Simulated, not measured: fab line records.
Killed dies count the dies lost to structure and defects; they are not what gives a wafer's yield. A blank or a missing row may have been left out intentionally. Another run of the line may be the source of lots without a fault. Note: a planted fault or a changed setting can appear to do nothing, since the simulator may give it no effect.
Chamber matching :: flow n5_finfet :: 4 sister chambers for N5_FIN_SAQP_ETCH_51 on rie_diel-01
The step etches SiARC in CF4, target depth 45.5 nm, time 75.8 s. 4 wafers are shown with their chamber, then 8 later ones without.

WAFERS PAIRED WITH THEIR CHAMBERS
wafer: L089.6
chamber: 0
drypump_motor_current_A (A): 6.2

wafer: L090.4
chamber: 2
drypump_motor_current_A (A): 5.6

wafer: L090.6
chamber: 3
drypump_motor_current_A (A): 6.2

wafer: L094.3
chamber: 1
drypump_motor_current_A (A): 5.0

WAFERS WITHOUT THEIR CHAMBER
wafer: L094.4
drypump_motor_current_A (A): 5.7

wafer: L094.5
drypump_motor_current_A (A): 6.2

wafer: L095.2
drypump_motor_current_A (A): 6.2

wafer: L095.3
drypump_motor_current_A (A): 5.0

wafer: L095.5
drypump_motor_current_A (A): 5.6

wafer: L097.2
drypump_motor_current_A (A): 6.2

wafer: L097.3
drypump_motor_current_A (A): 5.6

wafer: L097.5
drypump_motor_current_A (A): 5.0

CHAMBER TAKEN BY EACH
wafer: L094.4
from the rows above: 2
in truth: 2

wafer: L094.5
from the rows above: can't be placed: 0 or 3
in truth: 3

wafer: L095.2
from the rows above: can't be placed: 0 or 3
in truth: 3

wafer: L095.3
from the rows above: 1
in truth: 1

wafer: L095.5
from the rows above: 2
in truth: 2

wafer: L097.2
from the rows above: can't be placed: 0 or 3
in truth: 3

wafer: L097.3
from the rows above: 2
in truth: 2

wafer: L097.5
from the rows above: 1
in truth: 1
5 of 8 placed correctly. Can't be placed from these rows: 3 (the true chamber is among the candidates in 3). Placed wrongly: 0.
How it was worked out, from the rows above alone: a wafer's distance from a chamber is the root of the sum, over the readings, of the square of ((its reading less the chamber's mean) divided by the reading's scatter). If the next closest chamber is less than 2 further off than the closest, the wafer can't be placed; otherwise it belongs to the closest. A chamber's mean is the mean of its shown wafers. The scatter (one wafer shown for each chamber): square how far every hidden wafer sits from the nearest shown wafer, average those squares and take the square root.
